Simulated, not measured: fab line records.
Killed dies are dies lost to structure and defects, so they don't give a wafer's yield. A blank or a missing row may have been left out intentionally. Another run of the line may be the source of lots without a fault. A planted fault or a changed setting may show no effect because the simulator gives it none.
Chamber matching / flow nandHarc / cmp-03 running NHARC_A_CHANNEL_FILL_D2_CMP_10: 4 sister chambers
The step polishes, target thk 150 nm. 4 wafers are shown with their chamber, then 9 later ones without.

WAFERS PAIRED WITH THEIR CHAMBERS
wafer=L086.1; chamber=3; motorCurrentA (A)=11.2
wafer=L089.3; chamber=0; motorCurrentA (A)=12.5
wafer=L089.4; chamber=2; motorCurrentA (A)=12.9
wafer=L089.5; chamber=1; motorCurrentA (A)=10.9

WAFERS MISSING THEIR CHAMBER
wafer=L090.1; motorCurrentA (A)=10.3
wafer=L090.5; motorCurrentA (A)=11.3
wafer=L090.6; motorCurrentA (A)=12.9
wafer=L093.1; motorCurrentA (A)=12.2
wafer=L093.2; motorCurrentA (A)=11.9
wafer=L093.4; motorCurrentA (A)=10.4
wafer=L096.4; motorCurrentA (A)=13.5
wafer=L096.5; motorCurrentA (A)=11.7
wafer=L096.6; motorCurrentA (A)=11.1

WHICH CHAMBER EACH ONE RAN IN
wafer=L090.1; from the rows above=can't be placed: 1 or 3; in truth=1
wafer=L090.5; from the rows above=can't be placed: 3 or 1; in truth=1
wafer=L090.6; from the rows above=can't be placed: 2 or 0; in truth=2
wafer=L093.1; from the rows above=can't be placed: 0 or 2 or 3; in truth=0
wafer=L093.2; from the rows above=can't be placed: 0 or 3 or 1 or 2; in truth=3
wafer=L093.4; from the rows above=can't be placed: 1 or 3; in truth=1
wafer=L096.4; from the rows above=can't be placed: 2 or 0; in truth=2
wafer=L096.5; from the rows above=can't be placed: 3 or 1 or 0 or 2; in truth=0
wafer=L096.6; from the rows above=can't be placed: 3 or 1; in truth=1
Correctly placed: 0 of 9. Not placeable from these rows: 9 (in 9, the candidates include the true chamber). 0 placed wrongly.
How it was worked out, from the rows above alone: a wafer's distance from a chamber is the root of the sum, over the readings, of the square of ((its reading less the chamber's mean) divided by the reading's scatter). The wafer belongs to the nearest chamber; if the next one is less than 2 further off, it can't be placed. A chamber's mean is the mean of its shown wafers. The scatter (one wafer shown for each chamber): square how far every hidden wafer sits from the nearest shown wafer, average those squares and take the square root.
